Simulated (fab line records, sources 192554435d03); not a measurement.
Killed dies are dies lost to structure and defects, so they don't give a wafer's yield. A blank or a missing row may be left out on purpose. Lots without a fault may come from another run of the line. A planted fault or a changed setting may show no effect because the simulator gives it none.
One fault seen from 2 desks | flow n5_finfet | each desk has only its own numbers; what lay behind them comes last

THE TOOL OWNER'S DESK: rie_diel-06
The tool's own readings at N5_BEOL_M11_STRIP_36 (strips in N2/H2): means of the sampled wafers that have a number, for each lot that ran on this tool. A lot is out of limits, marked OUT, if its mean lies more than 4 standard deviations from the usual mean; the brackets give that distance.
Columns: A = bias_power_w at N5_BEOL_M11_STRIP_36, usual 6.999 W; B = chamber_pressure_mTorr at N5_BEOL_M11_STRIP_36, usual 20.00 mTorr; C = drypump_motor_current_A at N5_BEOL_M11_STRIP_36, usual 5.7 A; D = oes_product_au at N5_BEOL_M11_STRIP_36, usual 0.82 a.u.; E = rf_vpp_V at N5_BEOL_M11_STRIP_36, usual 59.3 V; F = showerhead_plenum_p_Torr at N5_BEOL_M11_STRIP_36, usual 2.54 Torr; G = throttle_valve_pct at N5_BEOL_M11_STRIP_36, usual 23.5 %
lot  | first seen here | A     | B     | C   | D    | E    | F    | G
L224 | day 13 10:47    | 6.982 | 20.04 | 5.5 | 0.98 | 60.7 | 2.54 | 23.0
L231 | day 14 16:44    | 6.992 | 20.00 | 5.6 | 0.81 | 58.7 | 2.51 | 23.1
L237 | day 17 03:29    | 7.015 | 19.97 | 5.6 | 0.79 | 59.9 | 2.55 | 23.2
L246 | day 19 01:07    | 6.996 | 20.06 | 5.7 | 0.84 | 61.0 | 2.50 | 23.1
This desk's finding: nothing out of limits on any of the 4 lots.

THE METROLOGY DESK
What the gauges read, lot by lot, whatever tool the lot ran on: means of the sampled wafers that have a number. A lot is out of limits, marked OUT, if its mean lies more than 4 standard deviations from the usual mean; the brackets give that distance. Of its 11 readings 7 are shown: those that lie furthest out on some lot.
Columns: A = DIBL_N at N5_BEOL_M4_RC_MEAS_101, usual 37.1 mV/V; B = DIBL_P at N5_BEOL_M4_RC_MEAS_101, usual 38 mV/V; C = ION_N at N5_BEOL_M4_RC_MEAS_101, usual 678 uA/um; D = ION_P at N5_BEOL_M4_RC_MEAS_101, usual 467 uA/um; E = SS_P at N5_BEOL_M4_RC_MEAS_101, usual 73.7 mV/dec; F = VT_N at N5_BEOL_M4_RC_MEAS_101, usual 249 mV; G = cd_nm at N5_BEOL_M11_CD_MEAS_35, usual 69.7 nm
lot  | first seen here | A    | B  | C   | D   | E    | F   | G
L224 | day 10 15:06    | 32.6 | 33 | 652 | 456 | 71.8 | 256 | 69.1
L231 | day 12 01:53    | 36.6 | 39 | 676 | 467 | 73.9 | 250 | 70.7
L234 | day 14 00:48    | 35.2 | 37 | 659 | 462 | 72.9 | 251 | 70.2
L238 | day 14 04:21    | 38.3 | 40 | 694 | 472 | 74.0 | 246 | 67.9
L239 | day 14 05:19    | 37.8 | 38 | 678 | 472 | 74.0 | 251 | 69.8
L237 | day 14 11:16    | 34.7 | 33 | 671 | 461 | 73.0 | 255 | 70.2
L241 | day 14 14:53    | 38.8 | 40 | 689 | 476 | 74.1 | 247 | 69.4
L244 | day 15 15:13    | 35.4 | 36 | 665 | 459 | 73.4 | 254 | 70.1
L246 | day 16 07:49    | 37.3 | 40 | 693 | 474 | 74.4 | 246 | 69.9
This desk's finding: nothing out of limits on any of the 9 lots.

PUT TOGETHER
The tool owner's desk saw nothing out of limits.
The metrology desk saw nothing out of limits.

WHAT THE SIMULATOR HAD PUT IN
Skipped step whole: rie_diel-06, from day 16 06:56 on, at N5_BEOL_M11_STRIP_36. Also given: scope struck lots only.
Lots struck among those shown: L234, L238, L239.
